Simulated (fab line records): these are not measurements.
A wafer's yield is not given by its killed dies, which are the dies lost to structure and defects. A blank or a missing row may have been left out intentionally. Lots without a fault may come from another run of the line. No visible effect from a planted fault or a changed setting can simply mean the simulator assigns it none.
Matching of chambers || flow n5-finfet || 3 sister chambers for N5_BEOL_M8_ILD_DEP_00 on pecvd-02
The step deposits SiCOH lowk from DEMS/porogen, target thk 179.75 nm, time 33.4 s. 6 wafers are shown with their chamber, then 12 later ones without.

## WAFERS, EACH WITH ITS CHAMBER
{"wafer": "L081.3", "chamber": 0, "showerhead-plenum-p-Torr (Torr)": 5.755, "throttle-valve-pct (%)": 13.7}
{"wafer": "L088.2", "chamber": 2, "showerhead-plenum-p-Torr (Torr)": 5.708, "throttle-valve-pct (%)": 13.3}
{"wafer": "L088.4", "chamber": 2, "showerhead-plenum-p-Torr (Torr)": 5.715, "throttle-valve-pct (%)": 13.3}
{"wafer": "L090.1", "chamber": 0, "showerhead-plenum-p-Torr (Torr)": 5.742, "throttle-valve-pct (%)": 13.9}
{"wafer": "L090.3", "chamber": 1, "showerhead-plenum-p-Torr (Torr)": 5.766, "throttle-valve-pct (%)": 14.0}
{"wafer": "L090.5", "chamber": 1, "showerhead-plenum-p-Torr (Torr)": 5.768, "throttle-valve-pct (%)": 14.3}

## WAFERS MISSING THEIR CHAMBER
{"wafer": "L091.3", "showerhead-plenum-p-Torr (Torr)": 5.719, "throttle-valve-pct (%)": 13.4}
{"wafer": "L091.5", "showerhead-plenum-p-Torr (Torr)": 5.785, "throttle-valve-pct (%)": 13.9}
{"wafer": "L091.6", "showerhead-plenum-p-Torr (Torr)": 5.710, "throttle-valve-pct (%)": 13.7}
{"wafer": "L092.2", "showerhead-plenum-p-Torr (Torr)": 5.717, "throttle-valve-pct (%)": 13.4}
{"wafer": "L092.3", "showerhead-plenum-p-Torr (Torr)": 5.703, "throttle-valve-pct (%)": 13.5}
{"wafer": "L092.6", "showerhead-plenum-p-Torr (Torr)": 5.702, "throttle-valve-pct (%)": 13.4}
{"wafer": "L095.1", "showerhead-plenum-p-Torr (Torr)": 5.770, "throttle-valve-pct (%)": 14.0}
{"wafer": "L095.4", "showerhead-plenum-p-Torr (Torr)": 5.760, "throttle-valve-pct (%)": 14.0}
{"wafer": "L095.5", "showerhead-plenum-p-Torr (Torr)": 5.709, "throttle-valve-pct (%)": 13.8}
{"wafer": "L096.1", "showerhead-plenum-p-Torr (Torr)": 5.697, "throttle-valve-pct (%)": 13.5}
{"wafer": "L096.2", "showerhead-plenum-p-Torr (Torr)": 5.769, "throttle-valve-pct (%)": 14.1}
{"wafer": "L096.5", "showerhead-plenum-p-Torr (Torr)": 5.720, "throttle-valve-pct (%)": 13.5}

## CHAMBER TAKEN BY EACH
{"wafer": "L091.3", "from the rows above": 2, "in truth": 2}
{"wafer": "L091.5", "from the rows above": 1, "in truth": 1}
{"wafer": "L091.6", "from the rows above": 2, "in truth": 2}
{"wafer": "L092.2", "from the rows above": 2, "in truth": 2}
{"wafer": "L092.3", "from the rows above": 2, "in truth": 2}
{"wafer": "L092.6", "from the rows above": 2, "in truth": 2}
{"wafer": "L095.1", "from the rows above": 1, "in truth": 1}
{"wafer": "L095.4", "from the rows above": "can't be placed: 1 or 0", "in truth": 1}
{"wafer": "L095.5", "from the rows above": 2, "in truth": 2}
{"wafer": "L096.1", "from the rows above": 2, "in truth": 2}
{"wafer": "L096.2", "from the rows above": 1, "in truth": 1}
{"wafer": "L096.5", "from the rows above": 2, "in truth": 2}
11 of 12 placed correctly. These rows do not allow placing 1 (true chamber among the candidates in 1). Wrongly placed: 0.
How it was worked out, from the rows above alone: a wafer's distance from a chamber is the root of the sum, over the readings, of the square of ((its reading less the chamber's mean) divided by the reading's scatter). The wafer belongs to the nearest chamber; if the next one is less than 2 further off, it can't be placed. A chamber's mean is the mean of its shown wafers. The scatter: the root of (the sum of the squares of (reading less its chamber's mean) over the shown wafers, divided by (wafers less chambers)).
